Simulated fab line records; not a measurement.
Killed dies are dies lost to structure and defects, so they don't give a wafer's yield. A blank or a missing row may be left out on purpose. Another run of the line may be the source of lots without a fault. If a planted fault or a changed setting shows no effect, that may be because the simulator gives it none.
Which of the tools did it? :: flow nand harc :: 12 lots with 36 wafers sampled at 4 steps, on a route of 1302 steps

WHAT EACH GAUGE READ, for each wafer
The record holds no reading of a measuring or inspecting step that can be judged against a usual standard deviation.

TOOL THAT RAN EACH LOT (tool first, then ch and the chambers of the sampled wafers, then the start)
lot: L176
NHARC_A_SLIT_ETCH_29: rie diel-10 ch 1,2,3, day 20 10:32
NHARC_A_SLIT_STRIP_18: rie diel-10 ch 0,1,2, day 20 18:47 or earlier
NHARC_A_WL_FILL_CVD_03: cvd w-02 ch 0,1, day 20 18:47
NHARC_A_WL_FILL_ALD_19: ald metal-03 ch 0,1,2, day 21 10:40

lot: L178
NHARC_A_SLIT_ETCH_29: rie diel-07 ch 1,2, day 20 10:50
NHARC_A_SLIT_STRIP_18: rie diel-07 ch 1,2, day 20 18:45 or earlier
NHARC_A_WL_FILL_CVD_03: cvd w-01 ch 0, day 20 18:45
NHARC_A_WL_FILL_ALD_19: ald metal-01 ch 2,3, day 21 10:40

lot: L181
NHARC_A_SLIT_ETCH_29: rie diel-05 ch 0,3, day 21 18:46
NHARC_A_SLIT_STRIP_18: rie diel-05 ch 0,1,2, day 22 02:58 or earlier
NHARC_A_WL_FILL_CVD_03: cvd w-01 ch 0,1, day 22 02:58
NHARC_A_WL_FILL_ALD_19: ald metal-03 ch 0,2, day 22 23:21

lot: L179
NHARC_A_SLIT_ETCH_29: rie diel-07 ch 0,2,3, day 21 18:52
NHARC_A_SLIT_STRIP_18: rie diel-07 ch 0,1,2, day 22 02:50 or earlier
NHARC_A_WL_FILL_CVD_03: cvd w-02 ch 1, day 22 02:50
NHARC_A_WL_FILL_ALD_19: ald metal-02 ch 0,1,2, day 22 23:22

lot: L182
NHARC_A_SLIT_ETCH_29: rie diel-07 ch 2,3, day 22 16:07
NHARC_A_SLIT_STRIP_18: rie diel-07 ch 1,2,3, day 23 00:22 or earlier
NHARC_A_WL_FILL_CVD_03: cvd w-01 ch 1, day 23 00:22
NHARC_A_WL_FILL_ALD_19: ald metal-02 ch 0,1, day 23 16:52

lot: L183
NHARC_A_SLIT_ETCH_29: rie diel-10 ch 0,2,3, day 23 13:42
NHARC_A_SLIT_STRIP_18: rie diel-10 ch 0,2,3, day 23 21:50 or earlier
NHARC_A_WL_FILL_CVD_03: cvd w-02 ch 0,1, day 23 21:50
NHARC_A_WL_FILL_ALD_19: ald metal-02 ch 1,2,3, day 24 15:29

lot: L184
NHARC_A_SLIT_ETCH_29: rie diel-07 ch 1,2, day 23 18:17
NHARC_A_SLIT_STRIP_18: rie diel-07 ch 1,2,3, day 24 02:31 or earlier
NHARC_A_WL_FILL_CVD_03: cvd w-02 ch 0,1, day 24 02:31
NHARC_A_WL_FILL_ALD_19: ald metal-02 ch 1,2,3, day 24 19:00

lot: L191
NHARC_A_SLIT_ETCH_29: rie diel-10 ch 0,2,3, day 25 15:34
NHARC_A_SLIT_STRIP_18: rie diel-10 ch 0,1,3, day 25 23:46 or earlier
NHARC_A_WL_FILL_CVD_03: cvd w-02 ch 0,1, day 25 23:46
NHARC_A_WL_FILL_ALD_19: ald metal-03 ch 0,1,2, day 26 17:31

lot: L195
NHARC_A_SLIT_ETCH_29: rie diel-10 ch 0,1,2, day 27 21:28
NHARC_A_SLIT_STRIP_18: rie diel-10 ch 1,2, day 28 05:45 or earlier
NHARC_A_WL_FILL_CVD_03: cvd w-02 ch 0,1, day 28 05:45
NHARC_A_WL_FILL_ALD_19: ald metal-03 ch 2,3, day 28 22:03

lot: L199
NHARC_A_SLIT_ETCH_29: rie diel-10 ch 2,3, day 29 04:28
NHARC_A_SLIT_STRIP_18: rie diel-10 ch 2,3, day 29 12:39 or earlier
NHARC_A_WL_FILL_CVD_03: cvd w-01 ch 0,1, day 29 12:39
NHARC_A_WL_FILL_ALD_19: ald metal-02 ch 0,2,3, day 30 05:09

lot: L197
NHARC_A_SLIT_ETCH_29: rie diel-07 ch 0,2, day 29 09:10
NHARC_A_SLIT_STRIP_18: rie diel-07 ch 1,2, day 29 17:23 or earlier
NHARC_A_WL_FILL_CVD_03: cvd w-02 ch 0,1, day 29 17:23
NHARC_A_WL_FILL_ALD_19: ald metal-02 ch 0,3, day 30 09:22

lot: L196
NHARC_A_SLIT_ETCH_29: rie diel-10 ch 1,2,3, day 29 09:52
NHARC_A_SLIT_STRIP_18: rie diel-10 ch 1,2,3, day 29 17:25 or earlier
NHARC_A_WL_FILL_CVD_03: cvd w-01 ch 0,1, day 29 17:25
NHARC_A_WL_FILL_ALD_19: ald metal-03 ch 0,1,2, day 30 09:23
- NHARC_A_SLIT_ETCH_29: etches the open film in CF4/O2, target depth 100 nm, overetch 10 nm, time 55 s.
- NHARC_A_SLIT_STRIP_18: strips in O2.
- NHARC_A_WL_FILL_CVD_03: deposits W, target thk 40 nm, time 279 s.
- NHARC_A_WL_FILL_ALD_19: deposits TiN, target thk 2 nm, pulse time 3 s, ald cycles 100.

AS READ BY THE TOOLS THEMSELVES (means over the sampled wafers that have a number; for cases with no such wafer, the mark the record gives instead)
NHARC_A_SLIT_ETCH_29. Usual: drypump motor current A 5.5 A, standard deviation 0.5; oes product au 0.997 a.u., standard deviation 0.012; rf vpp V 197.8 V, standard deviation 1.4; showerhead plenum p Torr 1.33 Torr, standard deviation 0.047; throttle valve pct 13.396 %, standard deviation 0.0092.
lot: L176
tool: rie diel-10
drypump motor current A (A): 5.7
oes product au (a.u.): 0.983
rf vpp V (V): 196.9
showerhead plenum p Torr (Torr): 1.28
throttle valve pct (%): 13.398
flag: 

lot: L178
tool: rie diel-07
drypump motor current A (A): 5.2
oes product au (a.u.): 0.994
rf vpp V (V): 198.3
showerhead plenum p Torr (Torr): 1.34
throttle valve pct (%): 13.392
flag: 

lot: L181
tool: rie diel-05
drypump motor current A (A): 6.0
oes product au (a.u.): 1.002
rf vpp V (V): 196.8
showerhead plenum p Torr (Torr): 1.29
throttle valve pct (%): 13.400
flag: 

lot: L179
tool: rie diel-07
drypump motor current A (A): 5.4
oes product au (a.u.): 0.993
rf vpp V (V): 198.9
showerhead plenum p Torr (Torr): 1.38
throttle valve pct (%): 13.400
flag: 

lot: L182
tool: rie diel-07
drypump motor current A (A): 5.1
oes product au (a.u.): 1.004
rf vpp V (V): 199.0
showerhead plenum p Torr (Torr): 1.37
throttle valve pct (%): 13.388
flag: 

lot: L183
tool: rie diel-10
drypump motor current A (A): 5.6
oes product au (a.u.): 0.993
rf vpp V (V): 196.7
showerhead plenum p Torr (Torr): 1.29
throttle valve pct (%): 13.399
flag: 

lot: L184
tool: rie diel-07
drypump motor current A (A): 5.2
oes product au (a.u.): 1.002
rf vpp V (V): 198.4
showerhead plenum p Torr (Torr): 1.37
throttle valve pct (%): 13.397
flag: 

lot: L191
tool: rie diel-10
drypump motor current A (A): 5.6
oes product au (a.u.): 0.987
rf vpp V (V): 196.8
showerhead plenum p Torr (Torr): 1.29
throttle valve pct (%): 13.399
flag: 

lot: L195
tool: rie diel-10
drypump motor current A (A): 5.2
oes product au (a.u.): 1.002
rf vpp V (V): 196.9
showerhead plenum p Torr (Torr): 1.30
throttle valve pct (%): 13.385
flag: 

lot: L199
tool: rie diel-10
drypump motor current A (A): 5.6
oes product au (a.u.): 0.986
rf vpp V (V): 196.7
showerhead plenum p Torr (Torr): 1.27
throttle valve pct (%): 13.400
flag: 

lot: L197
tool: rie diel-07
drypump motor current A (A): 5.7
oes product au (a.u.): 0.998
rf vpp V (V): 199.6
showerhead plenum p Torr (Torr): 1.39
throttle valve pct (%): 13.402
flag: 

lot: L196
tool: rie diel-10
drypump motor current A (A): 5.7
oes product au (a.u.): 0.995
rf vpp V (V): 196.1
showerhead plenum p Torr (Torr): 1.28
throttle valve pct (%): 13.393
flag: 

NHARC_A_SLIT_STRIP_18. Usual: drypump motor current A 5.5 A, standard deviation 0.49; oes product au 0.997 a.u., standard deviation 0.013; rf vpp V 57.7 V, standard deviation 0.9; showerhead plenum p Torr 3.51 Torr, standard deviation 0.12; throttle valve pct 17.036 %, standard deviation 0.0089.
lot: L176
tool: rie diel-10
drypump motor current A (A): 5.3
oes product au (a.u.): 1.003
rf vpp V (V): 57.3
showerhead plenum p Torr (Torr): 3.43
throttle valve pct (%): 17.042
flag: 

lot: L178
tool: rie diel-07
drypump motor current A (A): 5.2
oes product au (a.u.): 1.001
rf vpp V (V): 58.1
showerhead plenum p Torr (Torr): 3.63
throttle valve pct (%): 17.037
flag: 

lot: L181
tool: rie diel-05
drypump motor current A (A): 5.8
oes product au (a.u.): 1.006
rf vpp V (V): 58.0
showerhead plenum p Torr (Torr): 3.55
throttle valve pct (%): 17.035
flag: 

lot: L179
tool: rie diel-07
drypump motor current A (A): 5.4
oes product au (a.u.): 0.983
rf vpp V (V): 57.3
showerhead plenum p Torr (Torr): 3.61
throttle valve pct (%): 17.043
flag: 

lot: L182
tool: rie diel-07
drypump motor current A (A): 5.2
oes product au (a.u.): 0.993
rf vpp V (V): 57.6
showerhead plenum p Torr (Torr): 3.59
throttle valve pct (%): 17.038
flag: 

lot: L183
tool: rie diel-10
drypump motor current A (A): 5.6
oes product au (a.u.): 0.988
rf vpp V (V): 56.9
showerhead plenum p Torr (Torr): 3.41
throttle valve pct (%): 17.037
flag: 

lot: L184
tool: rie diel-07
drypump motor current A (A): 5.2
oes product au (a.u.): 0.999
rf vpp V (V): 57.2
showerhead plenum p Torr (Torr): 3.58
throttle valve pct (%): 17.030
flag: 

lot: L191
tool: rie diel-10
drypump motor current A (A): 5.8
oes product au (a.u.): 0.994
rf vpp V (V): 57.1
showerhead plenum p Torr (Torr): 3.43
throttle valve pct (%): 17.032
flag: 

lot: L195
tool: rie diel-10
drypump motor current A (A): 5.2
oes product au (a.u.): 0.991
rf vpp V (V): 56.8
showerhead plenum p Torr (Torr): 3.37
throttle valve pct (%): 17.041
flag: 

lot: L199
tool: rie diel-10
drypump motor current A (A): 5.6
oes product au (a.u.): 0.980
rf vpp V (V): 57.4
showerhead plenum p Torr (Torr): 3.36
throttle valve pct (%): 17.037
flag: 

lot: L197
tool: rie diel-07
drypump motor current A (A): 5.2
oes product au (a.u.): 1.010
rf vpp V (V): 58.5
showerhead plenum p Torr (Torr): 3.62
throttle valve pct (%): 17.036
flag: 

lot: L196
tool: rie diel-10
drypump motor current A (A): 5.8
oes product au (a.u.): 0.991
rf vpp V (V): 57.6
showerhead plenum p Torr (Torr): 3.37
throttle valve pct (%): 17.043
flag: 

NHARC_A_WL_FILL_CVD_03. Usual: heater power w 463 W, standard deviation 30; mfc wf6 sccm 40.01 sccm, standard deviation 0.13; throttle valve pct 7.79 %, standard deviation 0.29.
lot: L176
tool: cvd w-02
heater power w (W): 436
mfc wf6 sccm (sccm): 40.06
throttle valve pct (%): 7.83
flag: 

lot: L178
tool: cvd w-01
heater power w (W): 432
mfc wf6 sccm (sccm): 39.74
throttle valve pct (%): 7.73
flag: 

lot: L181
tool: cvd w-01
heater power w (W): 456
mfc wf6 sccm (sccm): 39.89
throttle valve pct (%): 7.66
flag: 

lot: L179
tool: cvd w-02
heater power w (W): 430
mfc wf6 sccm (sccm): 40.06
throttle valve pct (%): 7.85
flag: 

lot: L182
tool: cvd w-01
heater power w (W): 502
mfc wf6 sccm (sccm): 39.95
throttle valve pct (%): 7.33
flag: 

lot: L183
tool: cvd w-02
heater power w (W): 469
mfc wf6 sccm (sccm): 40.07
throttle valve pct (%): 7.80
flag: 

lot: L184
tool: cvd w-02
heater power w (W): 455
mfc wf6 sccm (sccm): 40.01
throttle valve pct (%): 7.73
flag: 

lot: L191
tool: cvd w-02
heater power w (W): 470
mfc wf6 sccm (sccm): 39.82
throttle valve pct (%): 7.96
flag: 

lot: L195
tool: cvd w-02
heater power w (W): 432
mfc wf6 sccm (sccm): 40.00
throttle valve pct (%): 7.94
flag: 

lot: L199
tool: cvd w-01
heater power w (W): 483
mfc wf6 sccm (sccm): 39.98
throttle valve pct (%): 7.79
flag: 

lot: L197
tool: cvd w-02
heater power w (W): 448
mfc wf6 sccm (sccm): 40.01
throttle valve pct (%): 7.86
flag: 

lot: L196
tool: cvd w-01
heater power w (W): 483
mfc wf6 sccm (sccm): 40.05
throttle valve pct (%): 7.73
flag: 

NHARC_A_WL_FILL_ALD_19. Usual: heater power w 1116 W, standard deviation 140; precursor pulse height rel 0.998, standard deviation 0.017.
lot: L176
tool: ald metal-03
heater power w (W): 1025
precursor pulse height rel: 1.013
flag: 

lot: L178
tool: ald metal-01
heater power w (W): 1234
precursor pulse height rel: 1.006
flag: 

lot: L181
tool: ald metal-03
heater power w (W): 1127
precursor pulse height rel: 0.983
flag: 

lot: L179
tool: ald metal-02
heater power w (W): 1190
precursor pulse height rel: 0.998
flag: 

lot: L182
tool: ald metal-02
heater power w (W): 1124
precursor pulse height rel: 1.003
flag: 

lot: L183
tool: ald metal-02
heater power w (W): 1161
precursor pulse height rel: 1.004
flag: 

lot: L184
tool: ald metal-02
heater power w (W): 1160
precursor pulse height rel: 0.999
flag: 

lot: L191
tool: ald metal-03
heater power w (W): 1072
precursor pulse height rel: 1.000
flag: 

lot: L195
tool: ald metal-03
heater power w (W): 1150
precursor pulse height rel: 0.988
flag: 

lot: L199
tool: ald metal-02
heater power w (W): 1141
precursor pulse height rel: 0.996
flag: 

lot: L197
tool: ald metal-02
heater power w (W): 1042
precursor pulse height rel: 1.012
flag: 

lot: L196
tool: ald metal-03
heater power w (W): 1071
precursor pulse height rel: 0.986
flag: 

THE ANSWER, worked out from the rows above alone
Rule: a lot counts as off when the mean over its wafers that have a number is more than 3 standard deviations away from the usual mean. A lot without any number at a reading at which 4 lots or more have one is off too. Where the step has rows for the other lots, those lots are counted as sound. After the gauges, taken in route order, come the tools' own readings; for these a lot's mean is taken, as printed above. The first step at which some lot is off is used, and at that step the reading that is off furthest; a lot without a number counts as furthest.
No lot is off on any of the readings shown, so nothing can be concluded from this.

WHAT THE SIMULATOR HAD INSERTED
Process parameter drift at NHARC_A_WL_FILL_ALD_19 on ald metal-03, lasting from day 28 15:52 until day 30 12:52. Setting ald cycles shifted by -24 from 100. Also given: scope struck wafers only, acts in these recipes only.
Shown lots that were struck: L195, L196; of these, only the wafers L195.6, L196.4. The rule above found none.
